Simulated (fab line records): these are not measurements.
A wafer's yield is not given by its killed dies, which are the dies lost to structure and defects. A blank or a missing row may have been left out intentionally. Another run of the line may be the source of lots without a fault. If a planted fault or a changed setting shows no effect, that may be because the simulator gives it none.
Chamber matching    flow n5-finfet    4 sister chambers for N5_MOL_CONTACT_COAG_VIA_ETCH_46 on rie-diel-06
The step etches SiO2 in C4F6/O2, target depth 46 nm, overetch 9.2 nm, time 40 s. 7 wafers are shown with their chamber, then 7 later ones without.

WAFERS WITH THEIR CHAMBER
wafer   chamber  drypump-motor-current-A (A)  rf-vpp-V (V)
L075.3  1        5.2                          1579
L078.1  2        6.6                          1611
L087.2  0        4.9                          1609
L087.3  3        5.8                          1583
L087.5  0        4.9                          1610
L089.1  3        5.8                          1583
L089.2  1        5.1                          1577

WAFERS WITHOUT THEIR CHAMBER
wafer   drypump-motor-current-A (A)  rf-vpp-V (V)
L089.3  6.6                          1610
L091.1  5.8                          1583
L091.3  6.6                          1611
L091.6  6.6                          1610
L092.1  4.9                          1610
L092.2  6.6                          1609
L092.4  5.8                          1584

EACH ONE'S CHAMBER
wafer   from the rows above  in truth
L089.3  2                    2
L091.1  3                    3
L091.3  2                    2
L091.6  2                    2
L092.1  0                    0
L092.2  2                    2
L092.4  3                    3
Placed correctly: 7 of 7. From these rows, 0 cannot be placed. Placed wrongly: 0.
How it was worked out, from the rows above alone: a wafer's distance from a chamber is the root of the sum, over the readings, of the square of ((its reading less the chamber's mean) divided by the reading's scatter). If the next closest chamber is less than 2 further off than the closest, the wafer can't be placed; otherwise it belongs to the closest. A chamber's mean is the mean of its shown wafers. How the scatter is found: for the shown wafers, subtract from each reading the mean of its chamber, square and add these, divide the total by (wafers less chambers), then take the root.
